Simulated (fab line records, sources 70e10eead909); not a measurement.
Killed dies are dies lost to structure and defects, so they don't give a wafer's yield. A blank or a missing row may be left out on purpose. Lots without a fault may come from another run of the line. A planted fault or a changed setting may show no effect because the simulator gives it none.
Chamber matching | flow nand_harc | NHARC_A_DECK1_JOINT_CMP_02 on cmp-01: 4 sister chambers
The step polishes SiOx. 4 wafers are shown with their chamber, then 10 later ones without.

WAFERS WITH THEIR CHAMBER
wafer  | chamber | motor_current_A (A)
L082.4 | 3       | 10.6
L082.6 | 2       | 13.6
L086.1 | 0       | 13.0
L086.2 | 1       | 12.1

WAFERS WITHOUT THEIR CHAMBER
wafer  | motor_current_A (A)
L086.5 | 14.0
L088.2 | 13.0
L088.4 | 10.4
L088.5 | 10.2
L092.2 | 10.9
L092.3 | 12.5
L092.4 | 13.3
L097.2 | 10.8
L097.3 | 12.3
L097.4 | 11.7

WHICH CHAMBER EACH WENT THROUGH
wafer  | from the rows above     | in truth
L086.5 | can't be placed: 2 or 0 | 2
L088.2 | can't be placed: 0 or 2 | 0
L088.4 | 3                       | 3
L088.5 | 3                       | 3
L092.2 | 3                       | 3
L092.3 | can't be placed: 1 or 0 | 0
L092.4 | can't be placed: 2 or 0 | 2
L097.2 | 3                       | 3
L097.3 | can't be placed: 1 or 0 | 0
L097.4 | 1                       | 1
Placed correctly: 5 of 10. Can't be placed from these rows: 5 (the true chamber is among the candidates in 5). Placed wrongly: 0.
How it was worked out, from the rows above alone: a wafer's distance from a chamber is the root of the sum, over the readings, of the square of ((its reading less the chamber's mean) divided by the reading's scatter). The wafer belongs to the nearest chamber; if the next one is less than 2 further off, it can't be placed. A chamber's mean is the mean of its shown wafers. The scatter: with one shown wafer a chamber, the root of the mean of the squares of how far each hidden wafer lies from its nearest shown one.
